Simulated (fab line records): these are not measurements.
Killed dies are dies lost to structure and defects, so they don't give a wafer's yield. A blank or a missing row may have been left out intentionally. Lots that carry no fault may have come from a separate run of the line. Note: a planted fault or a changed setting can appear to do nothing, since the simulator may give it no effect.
Chamber matching / flow nandHarc / NHARC_A_CHANNEL_FILL_D1_ALD_14 on aldHk-02: 4 sister chambers
The step deposits SiO2, target thk 2.5 nm, pulse time 10 s, ald cycles 25. 4 wafers are shown with their chamber, then 10 later ones without.

## WAFERS WITH THEIR CHAMBER
wafer=L093.2; chamber=3; heaterPowerW (W)=494
wafer=L093.3; chamber=2; heaterPowerW (W)=471
wafer=L094.3; chamber=0; heaterPowerW (W)=484
wafer=L094.4; chamber=1; heaterPowerW (W)=430

## WAFERS MISSING THEIR CHAMBER
wafer=L094.6; heaterPowerW (W)=482
wafer=L095.1; heaterPowerW (W)=478
wafer=L095.2; heaterPowerW (W)=504
wafer=L095.6; heaterPowerW (W)=475
wafer=L096.2; heaterPowerW (W)=474
wafer=L096.4; heaterPowerW (W)=430
wafer=L096.5; heaterPowerW (W)=500
wafer=L097.1; heaterPowerW (W)=417
wafer=L097.3; heaterPowerW (W)=497
wafer=L097.6; heaterPowerW (W)=473

## THE CHAMBER EACH PASSED THROUGH
wafer=L094.6; from the rows above=can't be placed: 0 or 2 or 3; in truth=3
wafer=L095.1; from the rows above=can't be placed: 0 or 2 or 3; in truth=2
wafer=L095.2; from the rows above=can't be placed: 3 or 0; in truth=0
wafer=L095.6; from the rows above=can't be placed: 2 or 0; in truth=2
wafer=L096.2; from the rows above=can't be placed: 2 or 0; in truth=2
wafer=L096.4; from the rows above=1; in truth=1
wafer=L096.5; from the rows above=can't be placed: 3 or 0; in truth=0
wafer=L097.1; from the rows above=1; in truth=1
wafer=L097.3; from the rows above=can't be placed: 3 or 0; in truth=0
wafer=L097.6; from the rows above=can't be placed: 2 or 0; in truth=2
Correctly placed: 2 of 10. These rows do not allow placing 8 (true chamber among the candidates in 8). Number placed wrongly: 0.
How it was worked out, from the rows above alone: a wafer's distance from a chamber is the root of the sum, over the readings, of the square of ((its reading less the chamber's mean) divided by the reading's scatter). The wafer belongs to the nearest chamber; if the next one is less than 2 further off, it can't be placed. A chamber's mean is the mean of its shown wafers. The scatter: root of mean squared gap, hidden wafer to nearest shown wafer, with one shown wafer a chamber.
